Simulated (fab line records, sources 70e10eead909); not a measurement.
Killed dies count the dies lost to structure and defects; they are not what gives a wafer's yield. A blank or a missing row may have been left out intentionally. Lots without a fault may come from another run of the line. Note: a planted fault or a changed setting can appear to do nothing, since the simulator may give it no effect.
Matching of chambers || flow nand-harc || 3 sister chambers for NHARC_A_STAIRCASE_DEP_156 on pecvd-03
The step deposits SiNx, target thk 50 nm. 18 wafers are shown with their chamber, then 9 later ones without.

WAFERS PAIRED WITH THEIR CHAMBERS
{"wafer": "L078.1", "chamber": 0, "heater-power-w (W)": 714}
{"wafer": "L078.2", "chamber": 1, "heater-power-w (W)": 695}
{"wafer": "L078.3", "chamber": 2, "heater-power-w (W)": 750}
{"wafer": "L080.2", "chamber": 0, "heater-power-w (W)": 708}
{"wafer": "L080.4", "chamber": 0, "heater-power-w (W)": 727}
{"wafer": "L080.6", "chamber": 2, "heater-power-w (W)": 798}
{"wafer": "L083.2", "chamber": 0, "heater-power-w (W)": 747}
{"wafer": "L083.4", "chamber": 0, "heater-power-w (W)": 749}
{"wafer": "L083.5", "chamber": 1, "heater-power-w (W)": 763}
{"wafer": "L084.2", "chamber": 1, "heater-power-w (W)": 747}
{"wafer": "L084.4", "chamber": 1, "heater-power-w (W)": 724}
{"wafer": "L084.6", "chamber": 2, "heater-power-w (W)": 753}
{"wafer": "L088.3", "chamber": 1, "heater-power-w (W)": 713}
{"wafer": "L088.4", "chamber": 0, "heater-power-w (W)": 690}
{"wafer": "L088.6", "chamber": 1, "heater-power-w (W)": 715}
{"wafer": "L090.2", "chamber": 2, "heater-power-w (W)": 772}
{"wafer": "L090.3", "chamber": 0, "heater-power-w (W)": 657}
{"wafer": "L090.5", "chamber": 1, "heater-power-w (W)": 727}

SIGNATURES (means of the wafers above)
{"reading": "heater-power-w", "chamber 0": 713.14, "chamber 1": 726.29, "chamber 2": 768.25, "scatter within a chamber": 26.9}
Rule: a wafer lies at a distance from a chamber equal to the root of the sum of squares, over the readings, of (its reading less the chamber's mean, divided by the reading's scatter). If the next closest chamber is less than 2 further off than the closest, the wafer can't be placed; otherwise it belongs to the closest. The scatter: take each reading less its chamber's mean, square it, sum over the shown wafers, divide by the number of wafers less the number of chambers, and take the root.

WAFERS WITHOUT THEIR CHAMBER
{"wafer": "L091.3", "heater-power-w (W)": 763}
{"wafer": "L091.4", "heater-power-w (W)": 761}
{"wafer": "L091.6", "heater-power-w (W)": 714}
{"wafer": "L096.2", "heater-power-w (W)": 725}
{"wafer": "L096.3", "heater-power-w (W)": 786}
{"wafer": "L096.5", "heater-power-w (W)": 725}
{"wafer": "L097.1", "heater-power-w (W)": 811}
{"wafer": "L097.2", "heater-power-w (W)": 708}
{"wafer": "L097.5", "heater-power-w (W)": 701}

WHICH CHAMBER EACH ONE RAN IN
{"wafer": "L091.3", "from the rows above": "can't be placed: 2 or 1 or 0", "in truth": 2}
{"wafer": "L091.4", "from the rows above": "can't be placed: 2 or 1 or 0", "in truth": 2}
{"wafer": "L091.6", "from the rows above": "can't be placed: 0 or 1 or 2", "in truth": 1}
{"wafer": "L096.2", "from the rows above": "can't be placed: 1 or 0 or 2", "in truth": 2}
{"wafer": "L096.3", "from the rows above": "can't be placed: 2 or 1", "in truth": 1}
{"wafer": "L096.5", "from the rows above": "can't be placed: 1 or 0 or 2", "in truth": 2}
{"wafer": "L097.1", "from the rows above": "can't be placed: 2 or 1", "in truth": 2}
{"wafer": "L097.2", "from the rows above": "can't be placed: 0 or 1", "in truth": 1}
{"wafer": "L097.5", "from the rows above": "can't be placed: 0 or 1", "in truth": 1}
0 of 9 placed correctly. Not placeable from these rows: 9 (in 9, the candidates include the true chamber). Placed wrongly: 0.
